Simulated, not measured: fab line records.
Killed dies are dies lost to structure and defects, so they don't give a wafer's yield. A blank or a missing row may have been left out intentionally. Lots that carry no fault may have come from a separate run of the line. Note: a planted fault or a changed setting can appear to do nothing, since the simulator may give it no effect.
A struck lot beside a sound one    flow n5Finfet    26 steps out of a route of 1938
Sound: wafers L346.1, L346.2, L346.5. Wafers struck: L338.1, L338.5, L338.6. At the end, the cause is stated.
For every step that has rows: the tool of each side, followed by ch and its chambers, followed by its first start. Under that, the readings that differ: sound wafers    struck wafers    difference of the means    sigmas: that difference in standard deviations of wafers without a fault.
alike: a reading whose means differ by less than 2 such deviations, as well as words and numbers matching on both sides. not compared: withheld readings; readings where some wafer has no value; bounds like >300 that might hide an equal value; numbers whose values overlap and for which the record gives no deviation.
Wherever a step has rows on one side only, a row that says differs or no value, or a row with sigmas, the two part there. Numbers that have no deviation but don't overlap get no sigmas and don't part them. Lack of a reading on every wafer of one side parts them only where that side has two or more wafers.

first, 11 steps without rows for these wafers: N5_BEOL_M1_DESCUM_16 (chemistry O2, time 7 s); N5_BEOL_M1_ETCH_74 (etches underlayer in N2/H2, target depth 6.5 nm, time 5.2 s); N5_BEOL_M1_ETCH_63 (etches SiARC in CF4, target depth 15.6 nm, time 26 s); N5_BEOL_M1_ETCH_64 (etches SOC in N2/H2, target depth 75 nm, overetch 15 nm, time 112.5 s); N5_BEOL_M1_STRIP_65 (strips in N2/H2); N5_BEOL_M1_STRIP_75 (strips in N2/H2); N5_BEOL_M1_STRIP_66 (strips in CF4); N5_BEOL_M1_HM_OPEN_17 (chemistry Cl2/BCl3, target TiN, target depth 20 nm, overetch 6 nm); N5_BEOL_M1_STRIP_19 (strips in O2); N5_BEOL_M1_COAT_67 (time 60 s, resist thk 60 nm); N5_BEOL_M1_COAT_68 (time 60 s, resist thk 12 nm).
N5_BEOL_M1_COAT_76: time 60 s, resist thk 5 nm.
  sound on lithoTrack-01 ch 0, day 11 07:13; struck on lithoTrack-04 ch 0, day 9 09:20
reading                                         sound                 struck             difference  sigmas
spinSpeedRpm (rpm)                              1500.7 1500.6 1500.1  915.9 917.2 916.4  -584.0      -99 or more
model.underlayer_of_BEOL_M1_COAT_76.thkNm (nm)  5 5 5                 6.4 6.4 6.4        +1.4        
  alike: resistLineTempC
then, 7 steps without rows for these wafers: N5_BEOL_M1_COAT_22 (resist thk 30 nm); N5_BEOL_M1_EBR_24; N5_BEOL_M1_SOFTBAKE_23 (time 60 s); N5_BEOL_M1_EXPOSE_25 (exposes mask V0, defocus 5 nm, target cd 24 nm); N5_BEOL_M1_PEB_26 (peb time 60 s); N5_BEOL_M1_DEVELOP_27 (develop time 30 s); N5_BEOL_M1_DESCUM_33 (chemistry O2, time 7 s).
N5_BEOL_M1_ETCH_77: etches underlayer in N2/H2, target depth 6.5 nm, time 5.2 s.
  sound on rieDiel-06 ch 1,2,3, day 11 08:40; struck on rieDiel-03 ch 2,3, day 9 10:50
reading                                      sound              struck             difference  sigmas
etchRfOnTimeS (s)                            5.42 5.24 5.32     6.54 6.46 6.54     +1.19       +7
model.CAR-EUV_of_BEOL_M1_COAT_22.thkNm (nm)  20.2 20.4 20.2     18.8 18.8 18.8     -1.5        
model.etch.depthNm (nm)                      5.014 5.009 5.014  6.422 6.418 6.408  +1.404      
  alike: drypumpMotorCurrentA, oesProductAu, rfVppV, showerheadPlenumPTorr, throttleValvePct
  not compared: rfHoursCounterH
then, 2 steps without rows for these wafers: N5_BEOL_M1_ETCH_69 (etches SiARC in CF4, target depth 15.6 nm, time 26 s); N5_BEOL_M1_ALD_98 (deposits SiO2, target thk 2.5 nm, pulse time 1 s, co reactant pulse time 1 s).
N5_BEOL_M1_ETCHBACK_99: etches SiO2 in CHF3, target depth 5 nm, time 10.4 s.
  sound on rieDiel-03 ch 0,3, day 11 21:37; struck on rieDiel-03 ch 0,1,3, day 9 13:02
reading                                      sound           struck     difference  sigmas
model.CAR-EUV_of_BEOL_M1_COAT_22.thkNm (nm)  10.2 10.6 10.4  9 8.8 8.8  -2          
  alike: drypumpMotorCurrentA, oesProductAu, rfVppV, showerheadPlenumPTorr, throttleValvePct
  not compared: rfHoursCounterH
then, 1 step without rows for these wafers: N5_BEOL_M1_ETCH_70 (etches SOC in N2/H2, target depth 80 nm, overetch 16 nm, time 120 s).
-- record jumps: 2 days separate the struck wafers' starts on either side; left off in module BEOL_M1, taken up again in module BEOL_M4, whose first shown step is the route's number 1111 --
N5_BEOL_M4_RC_MEAS_101:
  sound on prober-02 ch 0, day 13 18:38; struck on prober-02 ch 0, day 11 20:43
reading        sound           struck          difference  sigmas
DIBL_N (mV/V)  35.1 28.9 31.9  39.9 34.0 38.8  +5.6        +2
SS_P (mV/dec)  72.7 70.5 72.2  74.2 72.5 75.0  +2.1        +2
  alike: DIBL_P, IOFF_N, IOFF_P, ION_N, ION_P, SS_N, VT_N, VT_P
-- here the record skips 4 days between the struck wafers' starts before and after, leaving off in module BEOL_M4 and picking up in module PASSIVATION (first step shown: number 1936 of the route) --
N5_PASSIVATION_PROBE_49:
  sound on prober-01, day 18 06:22; struck on prober-01, day 16 02:13
reading               sound           struck          difference  sigmas
sort_bin_8_speed (%)  0 15.0 0        0 0 0           -5          -4
sortNPass             1063 897 1094   1080 1095 1099  +73         +3
sortYieldPct (%)      90.1 76.0 92.7  91.5 92.8 93.1  +6.2        +3
  alike: defectLimitedYield, killed_at_M0_to_M3, killed_at_M4_up, killedAtContacts, killedAtFrontEnd, killedAtOther, killedDies, killedOpen, killedShort, sort_bin_5_function, sort_bin_6_memory

## WHERE THEY PART
First at N5_BEOL_M1_COAT_76; last, within this record, at N5_PASSIVATION_PROBE_49.

WHY: whatever the simulator had introduced
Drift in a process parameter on lithoTrack-04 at N5_BEOL_M1_COAT_76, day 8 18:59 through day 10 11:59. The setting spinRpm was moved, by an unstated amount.
